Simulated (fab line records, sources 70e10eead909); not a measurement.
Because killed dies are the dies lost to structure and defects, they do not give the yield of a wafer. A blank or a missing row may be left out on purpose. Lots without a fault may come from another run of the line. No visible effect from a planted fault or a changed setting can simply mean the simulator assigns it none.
fab line records	flow nand_harc
record lots=11	wafers=33	last_day=33
route steps=1302 shown P_GATE@145 END@1302
lots with no fault: from the same line, run without faults
start_h: start of the lot's first displayed wafer, in hours after the record's first day	wait_h: how many hours have passed since the lot's step before this one	" as in the row above	L1.1+2: a row that stands for several wafers	- value missing, or start not given	* or withheld: withheld	< > ~ a bound
route shown NAME@n: NAME is a module with steps in the file, n the number in the route of the first one	usual: mean/standard deviation taken from wafers without a fault	same: alike in all rows	chamber/n: place in a boat	sites: readings site by site	_std_site: standard deviation of those values	_edge_site: the outer-site mean with the inner-site mean subtracted	radius_mm: how far each site lies from the wafer's centre	mask NAME#n: copy n	behind: the last tool/chamber to shape the wafer	hold: why the lot went on hold/how many hours it stayed there/how the hold came to an end	device: the n, p or np transistor that did not switch	end of line: the same wafers' tests at the end of the route	a step without rows: its recipe alone	killed: dies lost to structure and defects at the first sort, not the wafer's yield	map: a wafer's dies, x killed, . not, _ none there
set.NAME: the setting that was run; set.NAME@STEP: the one run at that earlier step	model.NAME: the simulator's own value behind a step, which no gauge read
a sample of lots followed through the steps of the route, with each step as a table and each wafer as a row
services: a tool's chamber out of use, with start hour (start_h, from the record's first day; less than 0 if before it), hours out, and reason
## steps
# step NHARC_P_GATE_ETCH_104
# recipe target_depth_a=600	time_s=withheld	cf4_flow_sccm=100	chf3_flow_sccm=30	ar_flow_sccm=0	rf_w=500	bias_w=200	chemistry=CF4/CHF3
# usual drypump_motor_current_A=5.8/0.46	oes_product_au=0.946/0.024	rf_vpp_V=371.5/2.2	showerhead_plenum_p_Torr=1.60/0.063	throttle_valve_pct=16.803/0.0099
lot.wafer	tool	chamber	start_h	wait_h	drypump_motor_current_A	oes_product_au	rf_vpp_V	showerhead_plenum_p_Torr	throttle_valve_pct
L581.2	rie_diel-04	3	102.66	0.1	5.6	0.920	371.2	1.58	16.778
L581.3	"	0	"	"	6.6	0.923	370.2	1.54	16.806
L581.6	"	3	"	"	5.6	0.916	371.6	1.58	16.804
L585.2	rie_diel-03	2	146.58	0.1	4.9	0.934	370.1	1.58	16.808
L585.5	"	3	"	"	5.6	0.928	370.1	1.55	16.809
L585.6	"	0	"	"	6.5	0.928	372.2	1.64	16.795
L586.3	rie_diel-05	3	146.77	0.1	5.5	0.919	372.2	1.67	16.791
L586.5	"	2	"	"	5.6	0.930	374.1	1.69	16.805
L586.6	"	3	"	"	5.5	0.921	375.5	1.67	16.791
L588.2	rie_diel-03	0	167.84	0.1	6.5	0.970	372.4	1.64	16.816
L588.3	"	1	"	"	6.2	0.959	370.9	1.56	16.802
L588.5	"	1	"	"	6.2	0.956	370.4	1.56	16.796
L589.4	rie_diel-04	0	173.83	0.1	6.6	0.959	370.4	1.54	16.799
L589.2	"	1	"	"	5.5	0.958	375.0	1.67	16.807
L589.6	"	2	"	"	6.0	0.984	365.3	1.47	16.815
L590.1	rie_diel-05	0	190.98	0.1	5.5	0.945	374.1	1.65	16.808
L590.2	"	2	"	"	5.6	0.955	373.5	1.69	16.791
L590.6	"	1	"	"	6.0	0.964	370.8	1.57	16.811
L593.2	rie_diel-05	1	212.40	0.1	6.0	0.927	371.6	1.57	16.804
L593.6	"	2	"	"	5.6	0.932	374.9	1.69	16.800
L593.5	"	3	"	"	5.5	0.932	373.3	1.67	16.803
L594.2	rie_diel-04	0	226.55	0.1	6.6	0.919	369.9	1.54	16.807
L594.5	"	0	"	"	6.6	0.911	369.0	1.54	16.813
L594.6	"	1	"	"	5.5	0.916	374.6	1.67	16.799
L595.1	rie_diel-03	1	243.60	0.1	6.2	0.973	371.0	1.56	16.801
L595.4	"	0	"	"	6.5	0.962	372.1	1.64	16.794
L595.6	"	2	"	"	5.0	0.984	369.4	1.58	16.803
L603.3	rie_diel-04	1	319.30	0.1	5.5	0.914	372.6	1.67	16.802
L603.4	"	3	"	"	5.6	0.918	371.2	1.58	16.819
L603.2	"	0	"	"	6.6	0.922	370.0	1.54	16.812
L604.1	rie_diel-05	2	330.91	0.1	5.7	0.969	373.2	1.69	16.792
L604.3	"	1	"	"	6.0	0.918	371.2	1.57	16.784
L604.6	"	3	"	"	5.5	0.912	374.0	1.67	16.793
# step NHARC_P_GATE_ETCH_114
# recipe target_depth_a=300	overetch_a=30	time_s=16.5	ion_energy_ev=100	cf4_flow_sccm=80	o2_flow_sccm=20	ar_flow_sccm=0	rf_w=300	bias_w=100	chemistry=CF4/O2
# usual drypump_motor_current_A=5.8/0.46	oes_product_au=1.000/0.0075	rf_vpp_V=198.3/1.3	showerhead_plenum_p_Torr=1.36/0.053	throttle_valve_pct=13.396/0.0093
lot.wafer	tool	chamber	start_h	wait_h	drypump_motor_current_A	oes_product_au	rf_hours_counter_h	rf_vpp_V	showerhead_plenum_p_Torr	throttle_valve_pct
L581.3	rie_diel-04	2	-	-	6.0	1.003	6.1	196.1	1.25	13.399
L581.2	"	1	"	"	5.5	0.991	7.5	199.3	1.42	13.391
L581.6	"	3	"	"	5.6	0.996	-	199.0	1.34	13.388
L585.2	rie_diel-03	3	-	-	5.6	1.006	0.3	197.9	1.32	13.383
L585.5	"	1	"	"	6.1	1.013	-	197.8	1.32	13.408
L585.6	"	2	"	"	5.0	1.010	-	199.2	1.34	13.405
L586.3	rie_diel-05	1	-	-	6.0	1.008	4.4	198.2	1.33	13.381
L586.5	"	2	"	"	5.7	1.007	-	199.1	1.44	13.407
L586.6	"	3	"	"	5.5	1.005	-	198.5	1.42	13.400
L588.3	rie_diel-03	3	-	-	5.5	1.006	2.2	198.6	1.32	13.416
L588.2	"	2	"	"	5.0	1.007	2.8	197.9	1.34	13.418
L588.5	"	0	"	"	6.5	1.001	-	200.7	1.39	13.390
L589.4	rie_diel-04	2	-	-	6.0	0.994	9.8	196.1	1.25	13.395
L589.2	"	3	"	"	5.6	0.995	11.3	196.4	1.34	13.393
L589.6	"	0	"	"	6.6	0.990	-	195.6	1.30	13.390
L590.1	rie_diel-05	3	-	-	5.5	1.005	6.4	198.9	1.42	13.386
L590.2	"	1	"	"	6.0	1.004	5.8	196.6	1.33	13.415
L590.6	"	0	"	"	5.5	0.997	-	198.5	1.40	13.405
L593.2	rie_diel-05	1	-	-	6.0	0.995	6.8	196.7	1.33	13.392
L593.6	"	1	"	"	6.1	1.004	-	197.0	1.33	13.408
L593.5	"	2	"	"	5.7	0.998	-	197.9	1.44	13.395
L594.2	rie_diel-04	0	-	-	6.6	1.008	1.5	197.5	1.30	13.394
L594.5	"	0	"	"	6.6	0.997	-	197.5	1.30	13.403
L594.6	"	1	"	"	5.5	0.984	-	200.6	1.42	13.395
L595.4	rie_diel-03	0	-	-	6.5	0.997	9.8	199.1	1.39	13.397
L595.1	"	1	"	"	6.1	1.004	9.7	196.5	1.32	13.396
L595.6	"	1	"	"	6.2	0.994	-	196.4	1.32	13.396
L603.3	rie_diel-04	3	-	-	5.6	0.994	4.1	199.7	1.34	13.376
L603.4	"	0	"	"	6.6	0.989	4.3	195.9	1.30	13.396
L603.2	"	2	"	"	6.0	0.984	3.6	197.1	1.25	13.388
L604.1	rie_diel-05	1	-	-	6.0	0.998	7.0	199.0	1.33	13.396
L604.3	"	3	"	"	5.5	1.004	8.0	200.7	1.42	13.397
L604.6	"	1	"	"	6.0	1.008	-	198.1	1.33	13.406
# step NHARC_P_GATE_CD_MEAS_46
# recipe target_cd_nm=720	landing_energy_ev=500
# usual cd_nm=719.8/1.4
lot.wafer	tool	chamber	start_h	wait_h	cd_nm
L581.2	cd_sem-03	0	114.37	-	719.3
L581.3	"	0	"	"	720.9
L581.6	"	0	"	"	719.9
L585.2	cd_sem-01	0	158.22	-	722.7
L585.5	"	0	"	"	722.2
L585.6	"	0	"	"	721.8
L586.3	cd_sem-02	0	158.54	-	718.7
L586.5	"	0	"	"	720.0
L586.6	"	0	"	"	717.2
L588.2	cd_sem-01	0	179.62	-	720.1
L588.3	"	0	"	"	720.1
L588.5	"	0	"	"	718.6
L589.2	cd_sem-01	0	185.45	-	720.2
L589.4	"	0	"	"	719.4
L589.6	"	0	"	"	720.0
L590.1	cd_sem-01	0	204.65	-	717.7
L590.2	"	0	"	"	717.1
L590.6	"	0	"	"	717.2
L593.2	cd_sem-01	0	223.85	-	720.4
L593.5	"	0	"	"	717.9
L593.6	"	0	"	"	719.7
L594.2	cd_sem-02	0	238.26	-	721.3
L594.5	"	0	"	"	721.4
L594.6	"	0	"	"	722.5
L595.1	cd_sem-02	0	255.31	-	720.3
L595.4	"	0	"	"	720.8
L595.6	"	0	"	"	721.0
L603.2	cd_sem-01	0	331.02	-	722.7
L603.3	"	0	"	"	720.7
L603.4	"	0	"	"	721.8
L604.1	cd_sem-02	0	342.51	-	718.7
L604.3	"	0	"	"	717.4
L604.6	"	0	"	"	718.6
# step NHARC_P_GATE_EXPOSE_56
# recipe na=0.6	target_cd_nm=720	dose_mj=14.81	mask_id=P_PSD
# usual exposure_dose_mJ_cm2=14.812/0.014
lot.wafer	tool	chamber	start_h	wait_h	mask	exposure_dose_mJ_cm2
L581.2	krf_scanner-03	0	115.98	-	P_PSD#0	14.812
L581.3	"	0	"	"	P_PSD#0	14.816
L581.6	"	0	"	"	P_PSD#0	14.836
L585.2	krf_scanner-03	0	159.78	-	P_PSD#0	14.806
L585.5	"	0	"	"	P_PSD#0	14.823
L585.6	"	0	"	"	P_PSD#0	14.804
L586.3	krf_scanner-02	0	160.16	-	P_PSD#0	14.805
L586.5	"	0	"	"	P_PSD#0	14.803
L586.6	"	0	"	"	P_PSD#0	14.826
L588.2	krf_scanner-04	0	181.22	-	P_PSD#0	14.802
L588.3	"	0	"	"	P_PSD#0	14.805
L588.5	"	0	"	"	P_PSD#0	14.795
L589.2	krf_scanner-02	0	187.06	-	P_PSD#0	14.828
L589.4	"	0	"	"	P_PSD#0	14.843
L589.6	"	0	"	"	P_PSD#0	14.833
L590.1	krf_scanner-02	0	206.12	-	P_PSD#0	14.800
L590.2	"	0	"	"	P_PSD#0	14.803
L590.6	"	0	"	"	P_PSD#0	14.816
L593.2	krf_scanner-02	0	225.33	-	P_PSD#0	14.782
L593.5	"	0	"	"	P_PSD#0	14.801
L593.6	"	0	"	"	P_PSD#0	14.793
L594.2	krf_scanner-03	0	239.86	-	P_PSD_R1#0	14.813
L594.5	"	0	"	"	P_PSD_R1#0	14.819
L594.6	"	0	"	"	P_PSD_R1#0	14.813
L595.1	krf_scanner-02	0	256.92	-	P_PSD#0	14.789
L595.4	"	0	"	"	P_PSD#0	14.802
L595.6	"	0	"	"	P_PSD#0	14.805
L603.2	krf_scanner-04	0	332.50	-	P_PSD#0	14.831
L603.3	"	0	"	"	P_PSD#0	14.814
L603.4	"	0	"	"	P_PSD#0	14.816
L604.1	krf_scanner-03	0	344.11	-	P_PSD#0	14.809
L604.3	"	0	"	"	P_PSD#0	14.828
L604.6	"	0	"	"	P_PSD#0	14.803
# step NHARC_P_GATE_CD_MEAS_59
# recipe target_cd_nm=720	landing_energy_ev=500
# usual cd_nm=720.6/1.4
lot.wafer	tool	chamber	start_h	wait_h	cd_nm
L581.2	cd_sem-01	0	116.13	-	717.8
L581.3	"	0	"	"	720.4
L581.6	"	0	"	"	718.1
L585.2	cd_sem-03	0	159.93	-	721.1
L585.5	"	0	"	"	719.7
L585.6	"	0	"	"	721.5
L586.3	cd_sem-03	0	160.31	-	722.0
L586.5	"	0	"	"	721.7
L586.6	"	0	"	"	720.0
L588.2	cd_sem-01	0	181.37	-	721.5
L588.3	"	0	"	"	720.5
L588.5	"	0	"	"	720.9
L589.2	cd_sem-03	0	187.21	-	719.6
L589.4	"	0	"	"	718.2
L589.6	"	0	"	"	719.2
L590.1	cd_sem-01	0	206.27	-	721.9
L590.2	"	0	"	"	721.5
L590.6	"	0	"	"	721.5
L593.2	cd_sem-02	0	225.48	-	721.3
L593.5	"	0	"	"	719.7
L593.6	"	0	"	"	719.9
L594.2	cd_sem-01	0	240.01	-	713.9
L594.5	"	0	"	"	712.3
L594.6	"	0	"	"	714.6
L595.1	cd_sem-02	0	257.07	-	722.8
L595.4	"	0	"	"	722.8
L595.6	"	0	"	"	723.7
L603.2	cd_sem-01	0	332.66	-	721.1
L603.3	"	0	"	"	723.0
L603.4	"	0	"	"	721.5
L604.1	cd_sem-01	0	344.27	-	718.8
L604.3	"	0	"	"	720.4
L604.6	"	0	"	"	718.8
# step NHARC_END_SORT_01
# recipe temp_c=25
# usual killed_at_array=61/22	killed_at_other=0.8/1	killed_at_periphery=3.8/2.3	killed_dies=66/22	killed_open=3.2/1.9	killed_short=2.8/1.8
# same gross_dies=677
lot.wafer	tool	chamber	start_h	wait_h	killed_at_array	killed_at_other	killed_at_periphery	killed_dies	killed_open	killed_short
L585.2	prober-02	0	609.28	2.8	66	0	1	67	1	3
L585.5	prober-02	0	611.68	3.7	72	0	4	76	2	3
L585.6	prober-02	0	612.48	4.0	81	0	5	86	2	1
L593.2	prober-02	0	658.86	2.8	68	0	2	70	3	4
L593.5	prober-02	0	661.28	3.7	39	0	2	41	2	2
L593.6	prober-02	0	662.08	4.0	55	1	1	57	2	2
L594.2	prober-02	0	697.21	2.8	73	1	1	75	4	2
L594.5	prober-02	0	699.54	3.6	73	1	4	78	3	3
L594.6	prober-02	0	700.31	3.9	76	1	2	79	3	4
L595.1	prober-02	0	704.14	2.5	48	2	6	56	1	2
L595.4	prober-02	0	706.55	3.4	64	0	2	66	5	1
L595.6	prober-02	0	708.16	4.0	32	3	4	39	6	2
# killed by level:class
L585.2 A_CHANNEL_HOLE_D1:chamber_film_flake=29 A_SLIT:chamber_film_flake=14 A_SGD_CUT:chamber_film_flake=8 A_CHANNEL_HOLE_D2:chamber_film_flake=5 A_CONTACT:chamber_film_flake=4 A_DECK1_JOINT:geometric_particle:short=2 A_CONTACT:geometric_particle:open=1 A_M0:geometric_particle:short=1
L585.5 A_CHANNEL_HOLE_D1:chamber_film_flake=31 A_SLIT:chamber_film_flake=24 A_CHANNEL_HOLE_D2:chamber_film_flake=8 A_SGD_CUT:chamber_film_flake=4 P_M0:geometric_particle:short=1 P_M1:geometric_particle:open=1 A_SGD_CUT:geometric_particle:short=1 A_WL_FILL:geometric_particle:short=1
L585.6 A_CHANNEL_HOLE_D1:chamber_film_flake=35 A_SLIT:chamber_film_flake=24 A_CHANNEL_HOLE_D2:chamber_film_flake=9 A_STAIRCASE:chamber_film_flake=4 P_M1:chamber_film_flake=3 A_SGD_CUT:chamber_film_flake=3 P_STI:chamber_film_flake=2 A_DECK1_JOINT:geometric_particle:short=1
L593.2 A_SLIT:chamber_film_flake=38 A_CONTACT:chamber_film_flake=6 A_ZERO_WELL:chamber_film_flake=5 A_CHANNEL_HOLE_D1:chamber_film_flake=4 P_ZERO_WELL:chamber_film_flake=2 A_CHANNEL_HOLE_D2:chamber_film_flake=2 A_M1:chamber_film_flake=2 A_CHANNEL_FILL_D1:geometric_particle:short=1
L593.5 A_SLIT:chamber_film_flake=20 A_CHANNEL_HOLE_D1:chamber_film_flake=4 A_CONTACT:chamber_film_flake=4 P_CONTACT:chamber_film_flake=2 A_CHANNEL_FILL_D2:chamber_film_flake=2 A_M1:chamber_film_flake=2 A_CHANNEL_FILL_D1:geometric_particle:short=1 A_ONON_D2:geometric_particle:short=1
L593.6 A_SLIT:chamber_film_flake=34 A_CHANNEL_HOLE_D1:chamber_film_flake=5 A_CHANNEL_FILL_D2:chamber_film_flake=3 A_CONTACT:chamber_film_flake=3 A_ZERO_WELL:chamber_film_flake=2 A_ONON_D2:geometric_particle:short=1 A_M0:geometric_particle:open=1 A_M0:geometric_particle:short=1
L594.2 A_CHANNEL_HOLE_D1:chamber_film_flake=33 A_SLIT:chamber_film_flake=23 A_CONTACT:chamber_film_flake=6 A_WL_FILL:chamber_film_flake=3 P_CONTACT:geometric_particle:open=1 A_ONON_D1:geometric_particle:short=1 A_CHANNEL_HOLE_D1:geometric_particle:open=1 A_DECK1_JOINT:geometric_particle:open=1
L594.5 A_CHANNEL_HOLE_D1:chamber_film_flake=35 A_SLIT:chamber_film_flake=20 A_WL_FILL:chamber_film_flake=5 A_CONTACT:chamber_film_flake=5 P_CONTACT:geometric_particle:open=1 P_M0:geometric_particle:open=1 A_CHANNEL_HOLE_D2:geometric_particle:open=1 A_STAIRCASE:geometric_particle:short=1
L594.6 A_SLIT:chamber_film_flake=31 A_CHANNEL_HOLE_D1:chamber_film_flake=28 A_CONTACT:chamber_film_flake=6 A_WL_FILL:chamber_film_flake=2 P_M0:geometric_particle:open=1 A_ONON_D1:geometric_particle:open=1 A_CHANNEL_FILL_D1:geometric_particle:short=1 A_DECK1_JOINT:geometric_particle:short=1
L595.1 A_SLIT:chamber_film_flake=37 A_CHANNEL_HOLE_D2:chamber_film_flake=6 P_ZERO_WELL:chamber_film_flake=3 A_STAIRCASE:chamber_film_flake=2 THIN_TSV:chamber_film_flake=2 P_GATE:geometric_particle:open=1 P_M0:geometric_particle:short=1 A_ONON_D1:geometric_particle:short=1
L595.4 A_SLIT:chamber_film_flake=32 A_CHANNEL_HOLE_D1:chamber_film_flake=10 A_CHANNEL_HOLE_D2:chamber_film_flake=8 A_STAIRCASE:chamber_film_flake=7 A_WL_FILL:geometric_particle:open=2 A_CHANNEL_FILL_D1:chamber_film_flake=2 P_CONTACT:geometric_particle:open=1 A_DECK1_JOINT:geometric_particle:short=1
L595.6 A_SLIT:chamber_film_flake=15 A_CHANNEL_HOLE_D2:chamber_film_flake=6 A_CHANNEL_HOLE_D1:chamber_film_flake=4 THIN_TSV:chamber_film_flake=3 P_CONTACT:geometric_particle:open=2 A_STAIRCASE:chamber_film_flake=2 P_GATE:geometric_particle:open=1 P_M0:geometric_particle:open=1
## services
tool	chamber	start_h	hours	kind
krf_scanner-02	-	86.66	0.5	repair
krf_scanner-02	-	94.00	4.0	pm
rie_diel-03	-	97.94	16.5	repair
krf_scanner-03	-	118.57	0.3	repair
rie_diel-03	0	135.67	5.0	repair
krf_scanner-02	-	161.06	0.4	repair
krf_scanner-02	-	174.97	2.3	repair
rie_diel-04	-	177.90	9.0	pm
krf_scanner-04	-	182.00	4.0	pm
rie_diel-04	-	202.13	0.5	repair
krf_scanner-03	-	212.64	0.1	repair
krf_scanner-03	-	224.12	4.0	pm
rie_diel-05	-	229.60	9.0	pm
rie_diel-05	2	248.70	1.9	repair
rie_diel-03	2	255.55	3.6	repair
krf_scanner-02	-	266.00	4.0	pm
rie_diel-03	3	266.55	14.2	repair
rie_diel-05	2	276.29	23.8	repair
rie_diel-03	-	291.41	9.0	pm
rie_diel-05	2	311.35	4.4	repair
rie_diel-04	2	320.19	3.4	repair
rie_diel-03	1	322.78	5.0	repair
krf_scanner-02	-	324.54	2.6	repair
rie_diel-05	0	333.72	21.2	repair
## key
first_sign step=NHARC_P_GATE_EXPOSE_56	reading=mask	direction=changed
effect step=NHARC_P_GATE_CD_MEAS_59	reading=cd_nm	direction=down	sigmas=4.9	usual=720.6	struck=713.6
met_at NHARC_P_GATE_EXPOSE_56
struck_lots L594
tester_left_out L594
not_acting_at NHARC_P_GATE_ETCH_104,NHARC_P_GATE_ETCH_114,NHARC_P_GATE_CD_MEAS_46
onset_between 159.78 239.86
fault kind=wrong_mask	tool=any	chamber=-	onset_h=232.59	steps=NHARC_P_GATE_EXPOSE_56	aux_copy=P_PSD_R1#0	cd_offset_nm=-8.4292	scope=struck_lots_only
# tester_left_out: of these lots the tester's yield and bins aren't shown, on N5 and GAA mostly nor the transistor test; their killed dies are dies lost to structure and defects alone, not to doping, threshold or leakage, so they don't give the yield
